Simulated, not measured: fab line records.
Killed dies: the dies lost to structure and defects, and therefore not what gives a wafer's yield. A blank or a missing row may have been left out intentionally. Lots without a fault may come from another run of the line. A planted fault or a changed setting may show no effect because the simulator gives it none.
fab line records + flow nand-harc
[record]
- lots = 13
- wafers = 39
- last-day = 33
route steps=1302 shown A_CONTACT@1087 A_BLC@1112
lots that met no fault: taken from a fault-free run of the same line
start-h: the number of hours between the record's first day and the start of the first shown wafer of the lot + wait-h: hours elapsed since this lot's preceding step + " repeats the value in the row above + L1.1+2: several wafers, shown together as one row + - no value, or no start given + * or withheld: withheld + < > ~ a bound
route shown NAME@n: a module of which the file shows steps, and the number in the route of the first + usual: the fault-free wafers' mean and standard deviation + same: alike in all rows + chamber/n: place in a boat + sites: per-site readings + _std_site: how widely they spread, as a standard deviation + _edge_site: mean of outer sites minus mean of inner sites + radius-mm: for every site, how far away it sits from the centre of the wafer + mask NAME#n: copy n + behind: tool/chamber where the wafer was last shaped + hold: cause of the lot's hold/its duration in hours/its outcome + device: transistor that didn't switch, given as n, p or np + end of line: at the end of the route, the tests of the same wafers + for a step that has no rows: nothing shown but its recipe + killed: count of dies lost to structure and defects at first sort (not the wafer's yield) + map: a wafer's dies, x killed, . not, _ none there
set.NAME: the run value of the setting; set.NAME@STEP: its run value at that earlier step + model.NAME: the simulator's own value behind a step, which no gauge read
steps of the route over a sample of lots; a table a step, a row a wafer
services: from which hour (start-h, from the record's first day; less than 0 if before it) a tool's chamber was out of use, for how many hours, and why
[[steps]]
[step NHARC_A_CONTACT_ETCH_135]
[recipe]
- source-w = withheld
- pressure-mtorr = 20
- bias-v = 1200
- time-s = 311
- target-depth-a = 19120
- ar-flow-sccm = withheld
- c4f8-flow-sccm = withheld
- o2-flow-sccm = withheld
- chemistry = C4F8/O2/Ar
| lot.wafer | tool            | chamber | start-h | wait-h | rf-hours-counter-h |
|-----------|-----------------|---------|---------|--------|--------------------|
| L943.2    | har-cap-etch-02 | 0       | 512.31  | 0.2    | 78                 |
| L943.3    | "               | 1       | "       | "      | -                  |
| L943.6    | "               | 0       | "       | "      | -                  |
| L944.2    | har-cap-etch-01 | 1       | 516.08  | 0.2    | 0                  |
| L944.5    | "               | 0       | "       | "      | -                  |
| L944.6    | "               | 1       | "       | "      | -                  |
| L946.1    | har-cap-etch-03 | 1       | 545.65  | 0.2    | 49                 |
| L946.4    | "               | 1       | "       | "      | -                  |
| L946.3    | "               | 0       | "       | "      | -                  |
| L945.1    | har-cap-etch-01 | 0       | 549.09  | 0.2    | 6                  |
| L945.3    | "               | 1       | "       | "      | -                  |
| L945.4    | "               | 0       | "       | "      | -                  |
| L948.2    | har-cap-etch-02 | 1       | 559.52  | 0.2    | 86                 |
| L948.3    | "               | 0       | "       | "      | -                  |
| L948.6    | "               | 0       | "       | "      | -                  |
| L950.2    | har-cap-etch-03 | 1       | 576.23  | 0.2    | 55                 |
| L950.1    | "               | 0       | "       | "      | 55                 |
| L950.6    | "               | 1       | "       | "      | -                  |
| L949.4    | har-cap-etch-01 | 0       | 577.36  | 0.2    | -                  |
| L949.5    | "               | 1       | "       | "      | -                  |
| L949.6    | "               | 0       | "       | "      | -                  |
| L953.2    | har-cap-etch-02 | 1       | 618.24  | 0.2    | 93                 |
| L953.1    | "               | 0       | "       | "      | 93                 |
| L953.6    | "               | 0       | "       | "      | -                  |
| L952.1    | har-cap-etch-03 | 0       | 625.36  | 0.2    | 62                 |
| L952.4    | "               | 1       | "       | "      | -                  |
| L952.6    | "               | 1       | "       | "      | -                  |
| L954.1    | har-cap-etch-02 | 0       | 630.83  | 0.2    | 94                 |
| L954.2    | "               | 1       | "       | "      | 94                 |
| L954.6    | "               | 0       | "       | "      | -                  |
| L955.2    | har-cap-etch-02 | 1       | 654.74  | 0.2    | 99                 |
| L955.3    | "               | 0       | "       | "      | -                  |
| L955.5    | "               | 0       | "       | "      | -                  |
| L965.4    | har-cap-etch-03 | 1       | 727.21  | 0.2    | -                  |
| L965.5    | "               | 0       | "       | "      | -                  |
| L965.6    | "               | 1       | "       | "      | -                  |
| L966.3    | har-cap-etch-02 | 1       | 742.55  | 0.2    | -                  |
| L966.4    | "               | 0       | "       | "      | -                  |
| L966.5    | "               | 1       | "       | "      | -                  |
[step NHARC_A_CONTACT_ETCH_92]
[recipe]
- target-depth-a = 400
- over-etch-frac = 0.5
- time-s = 85.7
- ion-energy-ev = 120
- ch3f-flow-sccm = 50
- o2-flow-sccm = 30
- ar-flow-sccm = 200
- rf-w = 500
- bias-w = 100
- chemistry = CH3F/O2
[usual]
- drypump-motor-current-A = 5.8/0.48
- oes-product-au = 0.94/0.031
- rf-vpp-V = 243.6/1.5
- showerhead-plenum-p-Torr = 2.40/0.091
- throttle-valve-pct = 20.664/0.0098
| lot.wafer | tool        | chamber | start-h | wait-h | drypump-motor-current-A | oes-product-au | rf-hours-counter-h | rf-vpp-V | showerhead-plenum-p-Torr | throttle-valve-pct |
|-----------|-------------|---------|---------|--------|-------------------------|----------------|--------------------|----------|--------------------------|--------------------|
| L943.3    | rie-diel-07 | 3       | 513.91  | 0.4    | 6.1                     | 0.90           | 4                  | 242.2    | 2.30                     | 20.652             |
| L943.2    | "           | 0       | "       | "      | 6.6                     | 0.91           | 4                  | 240.8    | 2.36                     | 20.660             |
| L943.6    | "           | 3       | "       | "      | 6.1                     | 0.91           | -                  | 241.0    | 2.30                     | 20.651             |
| L944.2    | rie-diel-07 | 2       | 517.67  | 0.5    | 5.9                     | 0.93           | 4                  | 244.6    | 2.45                     | 20.666             |
| L944.5    | "           | 2       | "       | "      | 5.9                     | 0.93           | -                  | 245.3    | 2.45                     | 20.665             |
| L944.6    | "           | 3       | "       | "      | 6.1                     | 0.92           | -                  | 243.1    | 2.30                     | 20.657             |
| L946.4    | rie-diel-13 | 2       | 547.29  | 0.4    | 5.7                     | 0.90           | 8                  | 246.8    | 2.66                     | 20.678             |
| L946.1    | "           | 3       | "       | "      | 5.9                     | 0.94           | 6                  | 242.8    | 2.40                     | 20.651             |
| L946.3    | "           | 0       | "       | "      | 4.7                     | 0.94           | 6                  | 245.3    | 2.53                     | 20.672             |
| L945.1    | rie-diel-13 | 2       | 550.68  | 0.5    | 5.7                     | 0.90           | 8                  | 245.5    | 2.66                     | 20.677             |
| L945.3    | "           | 3       | "       | "      | 5.9                     | 0.94           | 8                  | 244.9    | 2.40                     | 20.661             |
| L945.4    | "           | 1       | "       | "      | 6.2                     | 0.93           | 9                  | 243.4    | 2.34                     | 20.646             |
| L948.3    | rie-diel-04 | 2       | 561.13  | 0.4    | 5.1                     | 1.01           | 6                  | 245.1    | 2.45                     | 20.678             |
| L948.2    | "           | 3       | "       | "      | 5.3                     | 1.02           | 4                  | 242.9    | 2.31                     | 20.655             |
| L948.6    | "           | 1       | "       | "      | 5.5                     | 1.01           | -                  | 243.3    | 2.39                     | 20.646             |
| L950.2    | rie-diel-04 | 0       | 577.87  | 0.5    | 6.0                     | 0.91           | 11                 | 245.1    | 2.46                     | 20.674             |
| L950.1    | "           | 3       | "       | "      | 5.3                     | 0.93           | 9                  | 242.0    | 2.31                     | 20.664             |
| L950.6    | "           | 0       | "       | "      | 6.0                     | 0.91           | -                  | 245.2    | 2.46                     | 20.665             |
| L949.4    | rie-diel-07 | 1       | 578.90  | 0.4    | 5.6                     | 0.93           | 16                 | 244.4    | 2.44                     | 20.657             |
| L949.5    | "           | 3       | "       | "      | 6.1                     | 0.92           | -                  | 242.1    | 2.29                     | 20.678             |
| L949.6    | "           | 0       | "       | "      | 6.6                     | 0.90           | -                  | 243.1    | 2.35                     | 20.666             |
| L953.2    | rie-diel-07 | 2       | 619.97  | 0.6    | 5.9                     | 0.98           | 20                 | 244.7    | 2.44                     | 20.679             |
| L953.1    | "           | 3       | "       | "      | 6.1                     | 0.99           | 21                 | 242.3    | 2.29                     | 20.662             |
| L953.6    | "           | 1       | "       | "      | 5.6                     | 0.99           | -                  | 243.6    | 2.44                     | 20.645             |
| L952.1    | rie-diel-07 | 2       | 627.43  | 0.6    | 5.9                     | 0.91           | 22                 | 242.9    | 2.44                     | 20.660             |
| L952.4    | "           | 3       | "       | "      | 6.1                     | 0.90           | 23                 | 242.3    | 2.29                     | 20.666             |
| L952.6    | "           | 0       | "       | "      | 6.5                     | 0.92           | -                  | 245.7    | 2.35                     | 20.650             |
| L954.2    | rie-diel-13 | 0       | 632.58  | 0.6    | 4.7                     | 0.94           | 37                 | 246.2    | 2.51                     | 20.666             |
| L954.1    | "           | 2       | "       | "      | 5.7                     | 0.93           | 36                 | 246.7    | 2.65                     | 20.666             |
| L954.6    | "           | 0       | "       | "      | 4.7                     | 0.94           | -                  | 245.9    | 2.51                     | 20.679             |
| L955.3    | rie-diel-04 | 3       | 656.37  | 0.5    | 5.3                     | 0.94           | 36                 | 242.0    | 2.30                     | 20.669             |
| L955.2    | "           | 0       | "       | "      | 6.0                     | 0.92           | 38                 | 244.4    | 2.45                     | 20.658             |
| L955.5    | "           | 3       | "       | "      | 5.3                     | 0.94           | -                  | 243.2    | 2.30                     | 20.659             |
| L965.4    | rie-diel-07 | 0       | 728.74  | 0.4    | 6.6                     | 0.91           | 14                 | 243.1    | 2.34                     | 20.665             |
| L965.5    | "           | 3       | "       | "      | 6.1                     | 0.90           | -                  | 242.1    | 2.28                     | 20.645             |
| L965.6    | "           | 0       | "       | "      | 6.6                     | 0.91           | -                  | 244.2    | 2.34                     | 20.661             |
| L966.4    | rie-diel-13 | 0       | 744.14  | 0.4    | 4.7                     | 1.01           | 18                 | 246.7    | 2.50                     | 20.659             |
| L966.3    | "           | 1       | "       | "      | 6.3                     | 0.98           | 14                 | 242.1    | 2.31                     | 20.686             |
| L966.5    | "           | 2       | "       | "      | 5.7                     | 0.97           | -                  | 245.8    | 2.63                     | 20.660             |
[step NHARC_A_CONTACT_CMP_20]
[recipe]
- t-overpolish-s = 30
- target-thk-nm = 300
[usual]
- motor-current-A = 11.9/1.5
- overpolish-run-s = 30.000/0.01
- slurry-filter-dp-kPa = 13.51/0.14
- time-to-endpoint-s = 60/4.5
| lot.wafer | tool   | chamber | start-h | wait-h | motor-current-A | overpolish-run-s | slurry-filter-dp-kPa | time-to-endpoint-s |
|-----------|--------|---------|---------|--------|-----------------|------------------|----------------------|--------------------|
| L943.2    | cmp-03 | 3       | 516.17  | 0.8    | 10.5            | 29.989           | 13.64                | 60                 |
| L943.3    | "      | 1       | "       | "      | 15.1            | 30.010           | 13.29                | 64                 |
| L943.6    | "      | 2       | "       | "      | 11.4            | 29.991           | 13.41                | 60                 |
| L944.2    | cmp-02 | 1       | 519.92  | 0.6    | 12.8            | 29.993           | 13.42                | 65                 |
| L944.6    | "      | 1       | "       | "      | 12.3            | 30.017           | 13.71                | 68                 |
| L944.5    | "      | 2       | "       | "      | 10.5            | 30.001           | 13.48                | 69                 |
| L946.4    | cmp-04 | 2       | 549.98  | 0.4    | 11.3            | 30.000           | 13.38                | 64                 |
| L946.3    | "      | 3       | "       | "      | 11.1            | 30.009           | 13.71                | 55                 |
| L946.1    | "      | 1       | "       | "      | 12.9            | 30.026           | 13.56                | 54                 |
| L945.3    | cmp-02 | 1       | 552.92  | 0.5    | 12.2            | 29.982           | 13.46                | 67                 |
| L945.1    | "      | 2       | "       | "      | 10.8            | 29.989           | 13.48                | 71                 |
| L945.4    | "      | 0       | "       | "      | 10.1            | 30.014           | 13.60                | 58                 |
| L948.2    | cmp-02 | 0       | 563.40  | 0.8    | 10.6            | 29.989           | 13.47                | 60                 |
| L948.3    | "      | 1       | "       | "      | 13.1            | 29.997           | 13.49                | 65                 |
| L948.6    | "      | 3       | "       | "      | 11.5            | 29.991           | 13.64                | 58                 |
| L950.1    | cmp-03 | 2       | 580.91  | 1.4    | 11.6            | 29.999           | 13.41                | 55                 |
| L950.2    | "      | 1       | "       | "      | 15.2            | 29.999           | 13.49                | 59                 |
| L950.6    | "      | 2       | "       | "      | 11.6            | 30.010           | 13.49                | 54                 |
| L949.4    | cmp-04 | 2       | 581.14  | 0.5    | 11.5            | 29.990           | 13.51                | 64                 |
| L949.5    | "      | 1       | "       | "      | 12.7            | 30.012           | 13.44                | 54                 |
| L949.6    | "      | 2       | "       | "      | 12.0            | 29.979           | 13.41                | 62                 |
| L953.1    | cmp-02 | 3       | 622.33  | 0.8    | 11.8            | 30.002           | 13.48                | 62                 |
| L953.2    | "      | 0       | "       | "      | 9.8             | 29.995           | 13.47                | 64                 |
| L953.6    | "      | 3       | "       | "      | 12.0            | 29.997           | 13.60                | 63                 |
| L952.4    | cmp-02 | 3       | 629.70  | 0.6    | 11.9            | 30.009           | 13.35                | 59                 |
| L952.1    | "      | 0       | "       | "      | 10.1            | 29.998           | 13.43                | 61                 |
| L952.6    | "      | 3       | "       | "      | 12.0            | 30.003           | 13.49                | 55                 |
| L954.1    | cmp-03 | 1       | 634.98  | 0.8    | 15.4            | 29.987           | 13.74                | 61                 |
| L954.2    | "      | 3       | "       | "      | 10.9            | 30.010           | 13.36                | 58                 |
| L954.6    | "      | 2       | "       | "      | 11.6            | 29.976           | 13.47                | 56                 |
| L955.3    | cmp-04 | 2       | 658.77  | 0.5    | 11.3            | 30.003           | 13.48                | 58                 |
| L955.2    | "      | 3       | "       | "      | 11.5            | 29.987           | 13.82                | 52                 |
| L955.5    | "      | 2       | "       | "      | 12.0            | 30.004           | 13.71                | 58                 |
| L965.4    | cmp-04 | 0       | 731.82  | 0.7    | 14.0            | 29.996           | 13.29                | 58                 |
| L965.6    | "      | 1       | "       | "      | 13.2            | 29.996           | 13.72                | 51                 |
| L965.5    | "      | 2       | "       | "      | 11.4            | 30.001           | 13.42                | 61                 |
| L966.3    | cmp-02 | 0       | 746.39  | 0.4    | 10.1            | 29.991           | 13.59                | 61                 |
| L966.4    | "      | 2       | "       | "      | 10.6            | 30.005           | 13.68                | 66                 |
| L966.5    | "      | 3       | "       | "      | 11.8            | 30.005           | 13.75                | 58                 |
[step NHARC_A_BLC_SOFTBAKE_05]
[recipe]
- temp-c = 105
- time-s = 55
[usual]
- heater-power-total-W = 188.44/0.14
| lot.wafer | tool           | chamber | start-h | wait-h | heater-power-total-W |
|-----------|----------------|---------|---------|--------|----------------------|
| L943.2    | litho-track-04 | 0       | 516     | -      | 188.67               |
| L943.3    | "              | 0       | "       | "      | 188.24               |
| L943.6    | "              | 0       | "       | "      | 188.38               |
| L944.2    | litho-track-04 | 0       | 520     | -      | 188.43               |
| L944.5    | "              | 0       | "       | "      | 188.41               |
| L944.6    | "              | 0       | "       | "      | 188.48               |
| L946.1    | litho-track-04 | 0       | 550     | -      | 188.28               |
| L946.3    | "              | 0       | "       | "      | 188.35               |
| L946.4    | "              | 0       | "       | "      | 188.32               |
| L945.1    | litho-track-06 | 0       | 553     | -      | 188.60               |
| L945.3    | "              | 0       | "       | "      | 188.30               |
| L945.4    | "              | 0       | "       | "      | 188.48               |
| L948.2    | litho-track-06 | 0       | 563     | -      | 188.44               |
| L948.3    | "              | 0       | "       | "      | 188.36               |
| L948.6    | "              | 0       | "       | "      | 188.56               |
| L950.1    | litho-track-04 | 0       | 581     | -      | 188.28               |
| L950.2    | "              | 0       | "       | "      | 188.42               |
| L950.6    | "              | 0       | "       | "      | 188.34               |
| L949.4    | litho-track-06 | 0       | 581     | -      | 188.63               |
| L949.5    | "              | 0       | "       | "      | 188.33               |
| L949.6    | "              | 0       | "       | "      | 188.35               |
| L953.1    | litho-track-04 | 0       | 622     | -      | 188.31               |
| L953.2    | "              | 0       | "       | "      | 188.28               |
| L953.6    | "              | 0       | "       | "      | 188.44               |
| L952.1    | litho-track-01 | 0       | 630     | -      | 188.28               |
| L952.4    | "              | 0       | "       | "      | 188.32               |
| L952.6    | "              | 0       | "       | "      | 188.46               |
| L954.1    | litho-track-04 | 0       | 635     | -      | 188.41               |
| L954.2    | "              | 0       | "       | "      | 188.28               |
| L954.6    | "              | 0       | "       | "      | 188.21               |
| L955.2    | litho-track-06 | 0       | 659     | -      | 188.42               |
| L955.3    | "              | 0       | "       | "      | 188.27               |
| L955.5    | "              | 0       | "       | "      | 188.35               |
| L965.4    | litho-track-06 | 0       | 732     | -      | 183.46               |
| L965.5    | "              | 0       | "       | "      | 183.56               |
| L965.6    | "              | 0       | "       | "      | 183.16               |
| L966.3    | litho-track-06 | 0       | 746     | -      | 183.32               |
| L966.4    | "              | 0       | "       | "      | 183.32               |
| L966.5    | "              | 0       | "       | "      | 183.11               |
[[services]]
| tool            | chamber | start-h | hours | kind   |
|-----------------|---------|---------|-------|--------|
| cmp-02          | -       | 508.94  | 3.3   | repair |
| cmp-04          | -       | 509.27  | 4.0   | pm     |
| rie-diel-13     | -       | 520.07  | 9.0   | pm     |
| cmp-02          | -       | 526.58  | 4.0   | pm     |
| cmp-04          | -       | 526.74  | 1.0   | repair |
| litho-track-06  | -       | 529.00  | 7.0   | pm     |
| litho-track-04  | -       | 553.00  | 7.0   | pm     |
| har-cap-etch-03 | -       | 569.42  | 1.8   | repair |
| rie-diel-13     | 0       | 599.91  | 4.3   | repair |
| cmp-04          | -       | 607.27  | 4.0   | pm     |
| cmp-02          | -       | 624.58  | 4.0   | pm     |
| cmp-02          | -       | 628.73  | 0.3   | repair |
| rie-diel-07     | -       | 648.27  | 9.0   | pm     |
| cmp-04          | -       | 671.80  | 0.4   | repair |
| cmp-04          | -       | 672.61  | 0.5   | repair |
| cmp-04          | -       | 690.35  | 1.6   | repair |
| rie-diel-13     | -       | 697.07  | 9.0   | pm     |
| rie-diel-07     | 0       | 697.23  | 3.6   | repair |
| litho-track-06  | -       | 704.00  | 7.0   | pm     |
| cmp-04          | -       | 705.27  | 4.0   | pm     |
| har-cap-etch-03 | -       | 711.69  | 0.7   | repair |
| cmp-02          | -       | 720.09  | 0.2   | repair |
| cmp-02          | -       | 722.58  | 4.0   | pm     |
| litho-track-04  | -       | 728.00  | 7.0   | pm     |
[[key]]
[first-sign]
- step = NHARC_A_BLC_SOFTBAKE_05
- reading = heater-power-total-W
- direction = down
- sigmas = 36
- usual = *
- struck = *
effect none on later readings
met-at NHARC_A_BLC_SOFTBAKE_05
struck-lots L965,L966
tester-left-out L965,L966
not-acting-at NHARC_A_CONTACT_ETCH_135,NHARC_A_CONTACT_ETCH_92,NHARC_A_CONTACT_CMP_20
onset-between 659 732
[fault]
- kind = process-parameter-drift
- tool = litho-track-06
- chamber = -
- onset-h = 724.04
- steps = NHARC_A_BLC_SOFTBAKE_05
- channel = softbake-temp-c
- offset = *
- shape = step
- end-h = 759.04
- acts-in = *
- stated = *
// tester-left-out: of these lots the tester's yield and bins aren't shown, on N5 and GAA mostly nor the transistor test; their killed dies are dies lost to structure and defects alone, not to doping, threshold or leakage, so they don't give the yield
